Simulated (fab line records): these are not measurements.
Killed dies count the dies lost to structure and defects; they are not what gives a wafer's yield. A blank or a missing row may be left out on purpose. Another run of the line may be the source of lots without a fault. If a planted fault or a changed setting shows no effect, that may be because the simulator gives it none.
Matching of chambers -- flow nandHarc -- NHARC_A_SGD_CUT_DESCUM_14 on rieDiel-06 has 4 sister chambers
The step chemistry O2, time 3 s. 18 wafers are shown with their chamber, then 9 later ones without.

## EACH WAFER AND ITS CHAMBER
wafer,chamber,showerheadPlenumPTorr (Torr),drypumpMotorCurrentA (A),rfVppV (V)
L077.3,1,1.77,6.0,56.9
L077.5,1,1.77,6.0,56.4
L077.6,2,1.93,6.0,58.8
L079.2,0,1.84,6.3,57.1
L079.4,3,1.92,5.3,57.1
L079.5,2,1.93,6.0,57.3
L081.2,0,1.84,6.3,57.4
L081.4,3,1.92,5.3,58.0
L081.6,1,1.77,5.9,56.5
L081.1,2,1.92,6.0,59.3
L081.3,1,1.77,6.0,56.4
L081.5,0,1.84,6.3,58.1
L083.3,2,1.92,6.0,58.8
L083.4,0,1.84,6.3,57.2
L083.6,2,1.92,6.0,57.7
L086.1,3,1.92,5.3,58.0
L086.2,0,1.84,6.2,58.0
L086.4,2,1.92,6.0,60.4

SIGNATURES (means of the wafers above)
reading,chamber 0,chamber 1,chamber 2,chamber 3,scatter within a chamber
showerheadPlenumPTorr,1.8400,1.7700,1.9233,1.9200,0.00309
drypumpMotorCurrentA,6.280,5.975,6.000,5.300,0.0333
rfVppV,57.560,56.550,58.717,57.700,0.746
Rule: for a wafer and a chamber, the distance is found by dividing, reading by reading, the gap between the wafer's reading and the chamber's mean by the reading's scatter, squaring, summing and taking the root. If the next closest chamber is less than 2 further off than the closest, the wafer can't be placed; otherwise it belongs to the closest. The scatter: take each reading less its chamber's mean, square it, sum over the shown wafers, divide by the number of wafers less the number of chambers, and take the root.

## WAFERS WITH NO CHAMBER GIVEN
wafer,showerheadPlenumPTorr (Torr),drypumpMotorCurrentA (A),rfVppV (V)
L087.3,1.92,5.3,57.2
L087.5,1.84,6.2,59.2
L087.6,1.76,6.0,57.1
L088.3,1.76,6.0,57.0
L088.4,1.92,6.0,58.4
L088.5,1.84,6.2,56.7
L091.1,1.91,5.3,58.8
L091.2,1.76,6.0,57.8
L091.4,1.84,6.3,57.0

## WHICH CHAMBER EACH ONE RAN IN
wafer,from the rows above,in truth
L087.3,3,3
L087.5,0,0
L087.6,1,1
L088.3,1,1
L088.4,2,2
L088.5,0,0
L091.1,3,3
L091.2,1,1
L091.4,0,0
Correct placement for 9 of the 9. Can't be placed from these rows: 0. Number placed wrongly: 0.
